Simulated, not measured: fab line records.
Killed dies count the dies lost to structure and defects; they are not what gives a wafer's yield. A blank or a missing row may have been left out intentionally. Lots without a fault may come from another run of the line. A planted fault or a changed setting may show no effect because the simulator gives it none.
Struck lot and sound lot, side by side + flow nand_harc + 14 out of 1302 route steps
Sound: these wafers, L698.3, L698.5, L698.6. Struck: wafer L708.4. (L708.1 of the same lot was not struck and is left out.) The cause comes at the end.
Each step with rows lists, per side, the tool, then ch with its chambers, then its first start. Under that, the readings that differ: sound wafers + struck wafers + difference of the means + sigmas: that difference in standard deviations of wafers without a fault.
alike: readings with means less than 2 such deviations apart, plus words and numbers identical on both sides. not compared: withheld readings, readings lacking a value on some wafer, bounds such as >300 that could conceal the same value, and numbers that have no deviation in the record and whose values overlap.
Wherever a step has rows on one side only, a row that says differs or no value, or a row with sigmas, the two part there. Non-overlapping numbers with no deviation appear without sigmas and do not part them. Lack of a reading on every wafer of one side parts them only where that side has two or more wafers.

first, 1 step without rows for these wafers: NHARC_A_CONTACT_DESCUM_13 (chemistry O2, time 3 s).
NHARC_A_CONTACT_ETCH_88: etches the open film in CF4, target depth 39 nm, time 65 s.
  sound on rie_diel-02 ch 0,1, day 23 11:11; struck on rie_diel-02 ch 1, day 27 07:45
  alike: cf4_flow_sccm, drypump_motor_current_A, oes_product_au, rf_vpp_V, showerhead_plenum_p_Torr, throttle_valve_pct
  not compared: rf_hours_counter_h
then, 3 steps without rows for these wafers: NHARC_A_CONTACT_ETCH_89 (etches the open film in N2/H2, target depth 260 nm, time 475.3 s); NHARC_A_CONTACT_ETCH_30 (etches the open film in CF4/CHF3, target depth 72.6 nm, time 36.3 s); NHARC_A_CONTACT_ETCH_31 (etches the open film in O2/COS, target depth 2800 nm, time 728 s).
NHARC_A_CONTACT_ETCH_134: etches the open film in C4F8/O2/Ar, time 140 s, target depth 700 nm.
  sound on har_cap_etch-03 ch 0,1, day 23 12:32; struck on har_cap_etch-03 ch 0, day 27 08:47
  not compared: rf_hours_counter_h
then, 1 step without rows for these wafers: NHARC_A_CONTACT_ETCH_135 (etches the open film in C4F8/O2/Ar, time 311 s, target depth 1912 nm).
NHARC_A_CONTACT_ETCH_136: etches the open film in C4F8/O2/Ar, time 311 s, target depth 1912 nm.
  sound on har_cap_etch-03 ch 0,1, day 23 13:03; struck on har_cap_etch-03 ch 0, day 27 09:16
  not compared: rf_hours_counter_h
NHARC_A_CONTACT_ETCH_137: etches the open film in C4F8/O2/Ar, time 311 s, target depth 1912 nm.
  sound on har_cap_etch-03 ch 0,1, day 23 13:19; struck on har_cap_etch-03 ch 0, day 27 09:32
  not compared: rf_hours_counter_h
then, 2 steps without rows for these wafers: NHARC_A_CONTACT_ETCH_138 (etches the open film in C4F8/O2/Ar, time 311 s, target depth 1914 nm); NHARC_A_CONTACT_ETCH_139 (etches the open film in C4F8/O2/Ar, time 195 s, target depth 840 nm).
NHARC_A_CONTACT_ETCH_92: etches the open film in CH3F/O2, target depth 40 nm, time 85.7 s.
  sound on rie_diel-02 ch 2,3, day 23 14:16; struck on rie_diel-02 ch 2, day 27 10:40
  alike: drypump_motor_current_A, oes_product_au, rf_vpp_V, showerhead_plenum_p_Torr, throttle_valve_pct
  not compared: rf_hours_counter_h
NHARC_A_CONTACT_ETCH_98: etches the open film in C4F6/O2, target depth 20 nm, time 10 s.
  sound on rie_diel-02 ch 2,3, day 23 14:24; struck on rie_diel-02 ch 3, day 27 10:46
| reading               | sound             | struck | difference | sigmas |
|-----------------------|-------------------|--------|------------|--------|
| oes_product_au (a.u.) | 0.961 0.951 0.965 | 0.776  | -0.183     | -9     |
  alike: drypump_motor_current_A, rf_vpp_V, showerhead_plenum_p_Torr, throttle_valve_pct
  not compared: rf_hours_counter_h
NHARC_A_CONTACT_CD_MEAS_15:
  sound on cd_sem-02, day 23 14:29; struck on cd_sem-03, day 27 10:51
| reading    | sound             | struck | difference | sigmas |
|------------|-------------------|--------|------------|--------|
| cd_nm (nm) | 189.2 189.4 189.3 | 190.5  | +1.2       | +2     |

WHERE THEY PART
Last at NHARC_A_CONTACT_CD_MEAS_15 as far as this record goes, first at NHARC_A_CONTACT_ETCH_98.

WHY: the cause the simulator had injected
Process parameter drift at NHARC_A_CONTACT_ETCH_98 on rie_diel-02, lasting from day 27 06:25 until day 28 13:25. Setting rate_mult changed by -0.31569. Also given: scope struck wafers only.
